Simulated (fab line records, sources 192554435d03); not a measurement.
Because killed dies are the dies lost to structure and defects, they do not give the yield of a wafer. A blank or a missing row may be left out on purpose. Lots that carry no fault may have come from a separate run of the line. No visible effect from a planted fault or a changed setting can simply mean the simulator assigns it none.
What tool caused it? -- flow n5_finfet -- 12 lots with 33 wafers sampled at 2 steps, on a route of 1938 steps

WHAT THE GAUGES SHOWED, per wafer
N5_WELL_APT_OVL_MEAS_26. Usual: for PWELL_OVL the level is 2 nm and the standard deviation is 5.8.
lot,measured,on,PWELL_OVL (nm),flag
L331,day 1 21:14,overlay-01,6 12 3,
L332,day 2 03:10,overlay-02,9 20,
L335,day 2 20:51,overlay-01,8 -1 -1,
L336,day 3 02:44,overlay-02,4 7 7,
L337,day 3 08:58,overlay-01,-6 -10 0,
L345,day 5 09:05,overlay-02,6 6,
L346,day 5 15:00,overlay-01,3 1 0,
L347,day 5 21:00,overlay-01,1 -6 -1,
L348,day 6 03:49,overlay-01,-7 -6 -4,
L349,day 6 09:32,overlay-02,-1 6,
L350,day 6 14:52,overlay-01,2 1 6,
L353,day 7 09:17,overlay-02,7 5 -4,

EACH LOT AND THE TOOL THAT RAN IT (in order: tool; ch and the chambers of the sampled wafers; start)
lot,N5_WELL_APT_DESCUM_13
L331,"rie_diel-05 ch 0,1,2, day 1 20:10"
L332,"rie_diel-01 ch 2,3, day 2 02:05"
L335,"rie_diel-04 ch 1,2,3, day 2 19:40"
L336,"rie_diel-05 ch 0,1,2, day 3 01:40"
L337,"rie_diel-01 ch 1,2,3, day 3 07:54"
L345,"rie_diel-05 ch 0,2, day 5 07:53"
L346,"rie_diel-01 ch 1,2, day 5 13:47"
L347,"rie_diel-05 ch 2,3, day 5 19:55"
L348,"rie_diel-01 ch 0,2, day 6 02:43"
L349,"rie_diel-05 ch 0,3, day 6 08:19"
L350,"rie_diel-05 ch 0,2,3, day 6 13:46"
L353,"rie_diel-04 ch 1,2, day 7 08:04"
- N5_WELL_APT_DESCUM_13: chemistry O2, time 7.9 s.

WHAT THE TOOLS THEMSELVES READ (means of the sampled wafers that have a number; where no wafer has one, the mark that the record gives instead)
N5_WELL_APT_DESCUM_13. Usual: drypump_motor_current_A 5.6 A, standard deviation 0.41; oes_product_au 0.78 a.u., standard deviation 0.064; rf_vpp_V 243.0 V, standard deviation 1.5; showerhead_plenum_p_Torr 2.09 Torr, standard deviation 0.073; throttle_valve_pct 20.43 %, standard deviation 0.23.
lot,tool,drypump_motor_current_A (A),oes_product_au (a.u.),rf_vpp_V (V),showerhead_plenum_p_Torr (Torr),throttle_valve_pct (%),flag
L331,rie_diel-05,5.5,0.79,243.3,2.08,20.34,
L332,rie_diel-01,5.0,0.78,241.7,2.06,20.54,
L335,rie_diel-04,5.7,0.75,242.8,2.06,20.62,
L336,rie_diel-05,5.5,0.78,242.9,2.08,20.35,
L337,rie_diel-01,5.3,0.80,243.1,2.11,20.38,
L345,rie_diel-05,5.2,0.74,243.8,2.06,20.18,
L346,rie_diel-01,5.3,0.76,243.2,2.12,20.38,
L347,rie_diel-05,5.4,0.70,242.4,2.05,20.40,
L348,rie_diel-01,5.5,0.72,243.1,2.11,20.60,
L349,rie_diel-05,5.3,0.71,240.9,1.98,20.24,
L350,rie_diel-05,5.3,0.72,242.7,2.04,20.28,
L353,rie_diel-04,5.8,0.85,242.8,2.07,20.47,

THE ANSWER, worked out from the rows above alone
Rule: take the mean of a lot's wafers that have a number; if it is more than 3 standard deviations from the usual mean, the lot is off. Also off: a lot with no number at a reading for which 4 or more lots have one. The other lots that the step has rows for count as sound. The gauges are gone through in route order, then the tools' own readings, and for those a lot's mean is taken as printed above. At the first step where some lot is off, the reading lying furthest off is the one used; lots without a number count as furthest.
None of the lots is off at any reading shown; this tells nothing.

WHAT THE SIMULATOR HAD INSERTED
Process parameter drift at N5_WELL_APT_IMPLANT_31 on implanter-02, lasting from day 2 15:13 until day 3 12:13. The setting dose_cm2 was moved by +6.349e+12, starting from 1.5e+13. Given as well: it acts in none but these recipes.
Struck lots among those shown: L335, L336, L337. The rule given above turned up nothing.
